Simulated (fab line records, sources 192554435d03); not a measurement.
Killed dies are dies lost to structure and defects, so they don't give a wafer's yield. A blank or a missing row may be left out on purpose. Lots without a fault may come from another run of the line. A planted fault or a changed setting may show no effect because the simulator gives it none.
fab line records | flow n5_finfet
record lots=6 wafers=16 last_day=16
route steps=1938 shown BEOL_M2@891 BEOL_M4@1111 PASSIVATION@1936
lots that met no fault: from a run of the same line without faults
start_h: hours from the record's first day to the start of the lot's first wafer shown | wait_h: hours since the lot's step before | " the same as in the row above | L1.1+2: a row that stands for several wafers | - no value, or no start given | * or withheld: withheld | < > ~ a bound
route shown NAME@n: a module of which the file shows steps, and the number in the route of the first | usual: mean/standard deviation of fault-free wafers | same: alike in all rows | chamber/n: place in a boat | sites: the reading at each site | _std_site: their standard deviation | _edge_site: outer sites' mean less inner sites' | radius_mm: how far each site lies from the wafer's centre | mask NAME#n: copy n | behind: the tool/chamber that last shaped the wafer | hold: why the lot was held/for how many hours/how that ended | device: the transistor (n, p or np) that didn't switch | end of line: the same wafers' tests at the end of the route | a step without rows: its recipe alone | killed: dies lost to structure and defects at the first sort, not the wafer's yield | map: a wafer's dies, x killed, . not, _ none there
set.NAME: the setting as run; set.NAME@STEP: as run at that earlier step | model.NAME: the simulator's own value behind a step, which no gauge read
lots at some steps of the route; a table a step, a row a wafer
services: from which hour (start_h, from the record's first day; less than 0 if before it) a tool's chamber was out of use, for how many hours, and why
## steps
# step N5_BEOL_M2_ETCH_41
# recipe chemistry=CH3F/O2 target=SiCN target_depth_a=299 taper_deg=2 time_s=52.5 ion_energy_ev=120 mask_material=TiN pressure_mtorr=30 source_w=395 bias_w=75 Ar_flow_sccm=150 CH3F_flow_sccm=30 O2_flow_sccm=20
# usual drypump_motor_current_A=5.74/0.28 oes_product_au=0.82/0.098 rf_vpp_V=297.8/1.7 showerhead_plenum_p_Torr=2.02/0.074 throttle_valve_pct=16.25/0.29
# columns lot.wafer tool chamber start_h wait_h drypump_motor_current_A oes_product_au rf_hours_counter_h rf_vpp_V showerhead_plenum_p_Torr throttle_valve_pct
L344.1 rie_diel-04 0 - - 5.48 0.67 222 296.8 1.98 16.34
L344.4 " 3 " " 6.03 0.90 37 300.7 2.13 16.27
L344.6 " 2 " " 5.45 0.70 - 295.2 1.90 16.79
L346.1 rie_diel-05 2 - - 6.15 0.85 66 298.7 2.02 16.43
L346.2 " 0 " " 5.57 0.78 110 297.9 2.01 16.01
L346.4 " 1 " " 5.81 0.93 9 296.3 2.05 15.77
L349.4 rie_diel-05 1 - - 5.81 0.91 - 296.4 2.04 15.80
L349.5 " 0 " " 5.58 0.78 - 296.6 2.01 16.02
L354.4 rie_diel-04 0 - - 5.44 0.66 240 295.7 1.98 16.35
L354.5 " 2 " " 5.45 0.68 - 294.8 1.89 16.81
L357.1 rie_diel-04 3 - - 6.04 0.87 61 301.2 2.12 16.31
L357.3 " 0 " " 5.46 0.66 248 297.4 1.98 16.37
L357.4 " 1 " " 6.01 0.92 25 298.2 2.03 16.13
L356.3 rie_diel-05 3 - - 5.94 0.93 8 297.7 1.98 16.20
L356.4 " 2 " " 6.11 0.81 93 298.8 2.01 16.47
L356.5 " 1 " " 5.78 0.88 - 298.1 2.04 15.81
# step N5_BEOL_M2_STRIP_97
# recipe chemistry=N2/H2 time_s=10 power_w=450 temp_c=40 pressure_mtorr=20 rf_frequency_hz=6e+07 bias_power_w=7 n2_flow_sccm=200 h2_flow_sccm=200
# step N5_BEOL_M2_OCD_MEAS_38
# usual trench_depth_nm=55.6/1.1
# columns lot.wafer tool chamber start_h wait_h trench_depth_nm
L344.1 ocd-02 - 153.75 - 53.5
L344.4 " - " " 56.8
L344.6 " - " " 55.2
L346.1 ocd-01 - 166.61 - 54.9
L346.2 " - " " 55.9
L346.4 " - " " 54.8
L349.4 ocd-01 - 188.77 - 54.7
L349.5 " - " " 55.0
L354.4 ocd-01 - 207.26 - 54.5
L354.5 " - " " 54.4
L357.1 ocd-02 - 233.81 - 57.5
L357.3 " - " " 53.4
L357.4 " - " " 58.0
L356.3 ocd-02 - 237.98 - 55.6
L356.4 " - " " 55.6
L356.5 " - " " 54.6
# step N5_BEOL_M2_HM_STRIP_39
# recipe chemistry=peroxide_tin_strip material=TiN target_depth_a=250 temp_c=50 time_s=158
# step N5_BEOL_M2_SRD_40
# recipe time_s=30 temp_c=23 rinse_liquid=diw dry=ipa_marangoni
# step N5_BEOL_M2_PRECLEAN_42
# recipe chemistry=residue_remover time_s=60 temp_c=40
# step N5_BEOL_M2_SRD_43
# recipe time_s=30 temp_c=23 rinse_liquid=diw dry=ipa_marangoni
# step N5_BEOL_M2_CD_MEAS_35
# recipe target_cd_nm=18 target_cd_y_nm=22.2 polarity=opening
# usual cd_nm=18.1/0.35
# columns lot.wafer tool chamber start_h wait_h cd_nm
L344.1 cd_sem-03 - 153.90 0.0 18.5
L344.4 " - " " 18.6
L344.6 " - " " 18.2
L346.1 cd_sem-03 - 166.86 0.0 18.8
L346.2 " - " " 18.0
L346.4 " - " " 18.3
L349.4 cd_sem-03 - 188.92 0.0 17.3
L349.5 " - " " 18.1
L354.4 cd_sem-02 - 207.41 0.0 18.4
L354.5 " - " " 17.8
L357.1 cd_sem-03 - 233.97 0.0 18.5
L357.3 " - " " 18.3
L357.4 " - " " 18.4
L356.3 cd_sem-03 - 238.13 0.0 17.6
L356.4 " - " " 18.1
L356.5 " - " " 17.7
# step N5_BEOL_M2_DEGAS_44
# recipe ambient=vacuum temp_c=250 time_s=60
# usual heater_power_w=336/47
# columns lot.wafer tool chamber start_h wait_h heater_power_w
L344.1 pvd_sputter-01 - 154.32 0.4 348
L344.4 " - " " 338
L344.6 " - " " 350
L346.1 pvd_sputter-02 - 167.31 0.4 337
L346.2 " - " " 361
L346.4 " - " " 408
L349.4 pvd_sputter-01 - 188.96 0.0 339
L349.5 " - " " 221
L354.4 pvd_sputter-03 - 207.63 0.2 336
L354.5 " - " " 290
L357.1 pvd_sputter-03 - 234.05 0.1 296
L357.3 " - " " 335
L357.4 " - " " 382
L356.3 pvd_sputter-02 - 238.24 0.1 340
L356.4 " - " " 415
L356.5 " - " " 357
# step N5_BEOL_M2_PRE_CLEAN_45
# recipe gas=H2/He time_s=30 temp_c=250
# step N5_BEOL_M2_ALD_84
# recipe material=TaN target_thk_a=* temp_c=275 ald_precursor_family=PDMAT ald_co_reactant=NH3 pressure_torr=3 carrier_flow_sccm=1500 pulse_time_s=2 purge_time_s=3 co_reactant_purge_time_s=2 co_reactant_pulse_time_s=3 ald_cycles=30 precursor_vessel_temp_c=75 precursor_vessel_pressure_torr=26.25 precursor_vessel_carrier_sccm=1000
# usual heater_power_w=409/39 precursor_vessel_temp_c=74.98/0.12
# columns lot.wafer tool chamber start_h wait_h heater_power_w precursor_vessel_temp_c
L344.1 ald_metal-01 3 154.44 0.1 418 75.15
L344.4 " 2 " " 512 74.83
L344.6 " 1 " " 345 75.07
L346.1 ald_metal-02 1 167.41 0.0 418 74.78
L346.2 " 3 " " 365 74.77
L346.4 " 2 " " 374 74.99
L349.4 ald_metal-02 3 189.06 0.0 365 74.92
L349.5 " 0 " " 401 74.70
L354.4 ald_metal-02 1 207.86 0.2 414 75.13
L354.5 " 1 " " 410 75.22
L357.1 ald_metal-04 2 234.15 0.0 416 75.04
L357.3 " 1 " " 383 74.88
L357.4 " 0 " " 390 74.93
L356.3 ald_metal-01 1 238.34 0.0 361 75.18
L356.4 " 2 " " 513 75.15
L356.5 " 3 " " 418 74.86
# step N5_BEOL_M2_SURFACE_TREAT_85
# recipe gas=Ar time_s=* ion_energy_ev=* ion_current_ma_cm2=0.5 pressure_mtorr=* ar_flow_sccm=30
# usual throttle_valve_pct=*
# columns lot.wafer tool chamber start_h wait_h throttle_valve_pct
L344.1 pvd_sputter-03 - 154.90 0.4 *
L344.4 " - " " *
L344.6 " - " " *
L346.1 pvd_sputter-01 - 168.33 0.8 *
L346.2 " - " " *
L346.4 " - " " *
L349.4 pvd_sputter-03 - 189.28 0.1 *
L349.5 " - " " *
L354.4 pvd_sputter-01 - 208.10 0.1 *
L354.5 " - " " *
L357.1 pvd_sputter-02 - 234.40 0.1 *
L357.3 " - " " *
L357.4 " - " " *
L356.3 pvd_sputter-02 - 238.57 0.1 *
L356.4 " - " " *
L356.5 " - " " *
# step N5_BEOL_M2_CVD_47
# recipe material=Co target_thk_a=30 temp_c=withheld precursor=CCTBA/H2 pressure_torr=30 time_s=223.8
# usual run_length_s=246.8/0.54
# columns lot.wafer tool chamber start_h wait_h run_length_s
L344.1 cvd_co-02 0 155.01 0.1 246.8
L344.4 " 0 " " 247.6
L344.6 " 2 " " 246.9
L346.1 cvd_co-01 2 168.45 0.1 247.0
L346.2 " 1 " " 246.7
L346.4 " 1 " " 246.4
L349.4 cvd_co-01 0 189.43 0.1 246.3
L349.5 " 2 " " 167.4
L354.4 cvd_co-01 2 208.32 0.2 247.4
L354.5 " 1 " " 166.8
L357.1 cvd_co-02 2 234.56 0.1 246.9
L357.3 " 1 " " 247.4
L357.4 " 2 " " 247.1
L356.3 cvd_co-02 1 238.68 0.1 246.6
L356.4 " 2 " " 247.0
L356.5 " 1 " " 247.5
# step N5_BEOL_M2_SPUTTER_48
# recipe material=Cu target_thk_a=45 temp_c=-20 chamber_pressure_pa=0.07 power_w=withheld time_s=8.29
# usual chuck_sensor_temp_C=-16.0/0.35 substrate_temp_c=-19.98/0.11 throttle_valve_pct=30.7/0.96
# columns lot.wafer tool chamber start_h wait_h chuck_sensor_temp_C substrate_temp_c throttle_valve_pct
L344.1 pvd_sputter-03 - 155.19 0.1 -15.9 -19.89 31.3
L344.4 " - " " -16.0 -19.94 31.3
L344.6 " - " " -15.5 -19.85 29.0
L346.1 pvd_sputter-01 - 168.95 0.4 -15.6 -20.14 32.1
L346.2 " - " " -15.7 -20.11 29.5
L346.4 " - " " -15.8 -20.18 30.5
L349.4 pvd_sputter-01 - 189.53 0.0 -15.4 -19.90 32.1
L349.5 " - " " -15.8 -19.87 30.7
L354.4 pvd_sputter-01 - 208.50 0.1 -16.0 -19.96 30.5
L354.5 " - " " -15.8 -20.05 30.4
L357.1 pvd_sputter-01 - 235.96 1.3 -15.8 -20.01 29.6
L357.3 " - " " -16.3 -19.99 30.9
L357.4 " - " " -15.5 -20.07 31.9
L356.3 pvd_sputter-03 - 239.20 0.5 -16.0 -20.05 31.2
L356.4 " - " " -16.5 -20.02 31.0
L356.5 " - " " -16.4 -19.87 30.7
# step N5_BEOL_M4_RC_MEAS_101
# usual DIBL_N=35.1/1.6 DIBL_P=34.9/1.8 IOFF_N=0.143/0.026 IOFF_P=0.21/0.037 ION_N=671/11 ION_P=463/7.8 SS_N=71.2/0.58 SS_P=73.0/0.54 VT_N=251/3 VT_P=-250/4.1
# columns lot.wafer tool chamber start_h wait_h DIBL_N[mV/V] DIBL_P[mV/V] IOFF_N[nA/um] IOFF_P[nA/um] ION_N[uA/um] ION_P[uA/um] SS_N[mV/dec] SS_P[mV/dec] VT_N[mV] VT_P[mV]
L344.1 prober-01 0 177.79 0.0 32.6 32.1 0.117 0.17 663 468 70.9 72.8 251 -250
L344.4 " 0 " " 33.8 34.2 0.144 0.21 674 466 71.5 72.6 249 -248
L344.6 " 0 " " 34.9 34.4 0.143 0.20 674 468 72.1 73.3 251 -249
L346.1 prober-01 0 196.16 0.0 33.1 32.3 0.121 0.16 664 458 70.9 72.4 252 -256
L346.2 " 0 " " 33.7 32.6 0.119 0.16 658 454 71.7 72.9 256 -256
L346.4 " 0 " " 32.3 32.0 0.117 0.15 667 458 71.0 72.7 251 -257
L349.4 prober-01 0 241.47 0.5 33.4 33.3 0.120 0.18 675 469 71.3 72.7 255 -251
L349.5 " 0 " " 35.6 37.2 0.155 0.23 681 468 72.3 73.7 253 -249
L354.4 prober-01 0 250.44 0.5 35.2 34.2 0.126 0.17 668 461 71.3 72.4 255 -255
L354.5 " 0 " " 33.8 32.4 0.111 0.15 663 451 70.7 72.0 255 -255
L357.1 prober-01 0 280.61 0.0 36.9 36.7 0.174 0.25 670 459 71.6 73.6 249 -246
L357.3 " 0 " " 38.4 36.5 0.190 0.23 670 458 72.7 73.3 248 -250
L357.4 " 0 " " 36.3 35.9 0.160 0.22 676 472 71.8 72.9 249 -248
L356.3 prober-02 0 283.86 0.4 33.6 34.5 0.133 0.19 675 463 70.5 73.1 251 -251
L356.4 " 0 " " 33.7 34.6 0.126 0.20 667 461 71.0 73.0 253 -253
L356.5 " 0 " " 32.1 33.4 0.114 0.18 667 467 70.3 72.9 255 -251
# step N5_PASSIVATION_PROBE_49
# usual defect_limited_yield=91.1/1.4 killed_at_M0_to_M3=36/11 killed_at_M4_up=14/5.2 killed_at_contacts=12/6.1 killed_at_front_end=40/12 killed_at_other=3.2/2.5 killed_dies=105/16 killed_open=68/12 killed_short=35/8.7 sort_bin_5_function=5.2/0.89 sort_bin_6_memory=3.3/0.66 sort_n_pass=1074/16 sort_yield_pct=91.1/1.4
# same gross_dies=1180 killed_at_back_side=0 sort_bin_4_leakage[%]=0 sort_bin_8_speed[%]=0
# columns lot.wafer tool chamber start_h wait_h defect_limited_yield[%] killed_at_M0_to_M3 killed_at_M4_up killed_at_contacts killed_at_front_end killed_at_other killed_dies killed_open killed_short sort_bin_5_function[%] sort_bin_6_memory[%] sort_n_pass sort_yield_pct[%]
L346.1 prober-02 - 325.56 0.0 92.5 30 5 10 39 5 89 55 30 4.2 3.0 1091 92.5
L346.2 prober-02 - 325.61 0.1 89.4 39 6 27 50 3 125 90 33 6.6 3.7 1055 89.4
L346.4 prober-02 - 325.71 0.2 92.6 27 8 16 35 1 87 59 27 4.5 2.6 1093 92.6
L349.4 prober-02 - 352.87 0.2 90.2 39 11 9 53 4 116 84 30 5.4 3.6 1064 90.2
L349.5 prober-02 - 352.92 0.2 92.5 37 8 15 26 2 88 68 19 4.7 2.7 1092 92.5
L357.1 prober-01 - 384.40 0.0 90.1 41 9 9 55 3 117 79 37 5.8 3.8 1063 90.1
L357.3 prober-01 - 384.50 0.1 91.5 28 9 16 44 3 100 73 27 5.2 3.1 1080 91.5
L357.4 prober-01 - 384.55 0.2 90.9 42 8 13 41 3 107 65 39 5.3 3.0 1073 90.9
L356.3 prober-01 - 388.24 0.1 91.8 46 12 3 30 6 97 62 34 5.7 2.1 1083 91.8
L356.4 prober-01 - 388.29 0.2 88.3 61 17 12 45 3 138 86 52 7.1 4.2 1042 88.3
L356.5 prober-01 - 388.34 0.2 88.1 50 28 11 46 5 140 97 40 7.0 4.3 1040 88.1
# killed by level:class
L346.1 BEOL_M1:geometric_particle:open=11 GATE_CUT:geometric_particle:short=9 FIN_SAQP:geometric_particle:open=8 MOL_CONTACT_COAG:geometric_particle:open=8 BEOL_M2:geometric_particle:open=7 GATE_CUT:geometric_particle:open=6 FIN_SAQP:geometric_particle:short=5 BEOL_M0_SAQP:geometric_particle:short=3
L346.2 MOL_CONTACT_COAG:geometric_particle:open=24 FIN_SAQP:geometric_particle:open=20 BEOL_M0_SAQP:geometric_particle:short=9 BEOL_M0_SAQP:geometric_particle:open=8 STI_FIN_REVEAL:geometric_particle:open=8 BEOL_M2:geometric_particle:open=7 BEOL_M0:geometric_particle:open=6 FIN_SAQP:geometric_particle:short=5
L346.4 MOL_CONTACT_COAG:geometric_particle:open=13 FIN_SAQP:geometric_particle:open=11 GATE_CUT:geometric_particle:short=10 BEOL_M1:geometric_particle:open=7 BEOL_M0_SAQP:geometric_particle:open=6 BEOL_M2:geometric_particle:open=5 MOL_CONTACT_COAG:geometric_particle:short=3 BEOL_M0_SAQP:geometric_particle:short=3
L349.4 STI_FIN_REVEAL:geometric_particle:open=24 BEOL_M2:geometric_particle:open=10 MOL_CONTACT_COAG:geometric_particle:open=9 FIN_SAQP:geometric_particle:open=8 FIN_SAQP:geometric_particle:short=7 STI_FIN_REVEAL:geometric_particle:short=6 BEOL_M0_SAQP:geometric_particle:short=6 BEOL_M3:geometric_particle:open=5
L349.5 MOL_CONTACT_COAG:geometric_particle:open=14 STI_FIN_REVEAL:geometric_particle:open=12 BEOL_M1:geometric_particle:open=10 BEOL_M2:geometric_particle:open=8 BEOL_M0_SAQP:geometric_particle:short=7 BEOL_M0_SAQP:geometric_particle:open=6 DUMMY_GATE:geometric_particle:open=5 BEOL_M3:geometric_particle:open=5
L357.1 FIN_SAQP:geometric_particle:open=13 FIN_SAQP:geometric_particle:short=13 BEOL_M1:geometric_particle:open=11 MOL_CONTACT_COAG:geometric_particle:open=8 BEOL_M3:geometric_particle:open=8 BEOL_M0_SAQP:geometric_particle:short=7 STI_FIN_REVEAL:geometric_particle:open=6 BEOL_M2:geometric_particle:open=6
L357.3 FIN_SAQP:geometric_particle:open=15 FIN_SAQP:geometric_particle:short=14 MOL_CONTACT_COAG:geometric_particle:open=14 BEOL_M2:geometric_particle:open=10 BEOL_M1:geometric_particle:open=9 STI_FIN_REVEAL:geometric_particle:open=7 ILD0:geometric_particle:short=5 BEOL_M3:geometric_particle:open=4
L357.4 BEOL_M0_SAQP:geometric_particle:open=13 FIN_SAQP:geometric_particle:short=11 BEOL_M0_SAQP:geometric_particle:short=11 BEOL_M2:geometric_particle:open=10 FIN_SAQP:geometric_particle:open=8 MOL_CONTACT_COAG:geometric_particle:open=8 STI_FIN_REVEAL:geometric_particle:open=6 BEOL_M1:geometric_particle:open=4
L356.3 BEOL_M0_SAQP:geometric_particle:short=11 BEOL_M2:geometric_particle:open=10 DUMMY_GATE:geometric_particle:open=6 BEOL_M3:geometric_particle:open=6 BEOL_M1:geometric_particle:open=6 FIN_SAQP:geometric_particle:open=4 GATE_CUT:geometric_particle:open=4 BEOL_M4:geometric_particle:open=4
L356.4 BEOL_M0_SAQP:geometric_particle:short=14 FIN_SAQP:geometric_particle:short=12 BEOL_M3:geometric_particle:open=12 BEOL_M2:geometric_particle:open=12 MOL_CONTACT_COAG:geometric_particle:open=11 BEOL_M4:geometric_particle:open=9 GATE_CUT:geometric_particle:short=7 BEOL_M0_SAQP:geometric_particle:open=7
L356.5 BEOL_M1:geometric_particle:open=16 BEOL_M4:geometric_particle:open=15 MOL_CONTACT_COAG:geometric_particle:open=10 BEOL_M2:geometric_particle:open=9 FIN_SAQP:geometric_particle:short=8 BEOL_M0_SAQP:geometric_particle:open=8 BEOL_M3:geometric_particle:open=7 DUMMY_GATE:geometric_particle:open=6
## services
# columns tool chamber start_h hours kind
cvd_co-01 - 131.06 0.4 repair
cvd_co-02 - 135.12 4.3 pm
rie_diel-04 1 135.28 - clean
rie_diel-04 1 135.28 - consumable_replace:focus_ring
rie_diel-04 1 135.28 16.8 scheduled_down
rie_diel-04 1 135.28 16.8 vent_cycle
ald_metal-04 - 147.83 2.8 pm
cvd_co-02 - 163.65 6.9 pm
pvd_sputter-03 - 168.35 2.5 repair
rie_diel-05 3 184.85 - clean
rie_diel-05 3 184.85 - consumable_replace:focus_ring
rie_diel-05 3 184.85 29.9 scheduled_down
rie_diel-05 3 184.85 29.9 vent_cycle
ald_metal-04 - 188.72 1.3 repair
ald_metal-01 2 209.68 14.3 repair
rie_diel-05 - 238.15 0.8 repair
rie_diel-04 0 238.47 - clean
rie_diel-04 0 238.47 - consumable_replace:focus_ring
rie_diel-04 0 238.47 12.6 scheduled_down
rie_diel-04 0 238.47 12.6 vent_cycle
## key
first_sign step=N5_BEOL_M2_CVD_47 reading=run_length_s direction=down sigmas=99+ usual=* struck=*
effect none on later readings
met_at N5_BEOL_M2_CVD_47
struck_wafers L349.5,L354.5
onset_between 168.45 189.43
fault kind=process_parameter_drift tool=cvd_co-01 chamber=- onset_h=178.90 steps=N5_BEOL_M2_CVD_47 channel=time_s offset=* shape=step end_h=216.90 scope=struck_wafers_only acts_in=* stated=*
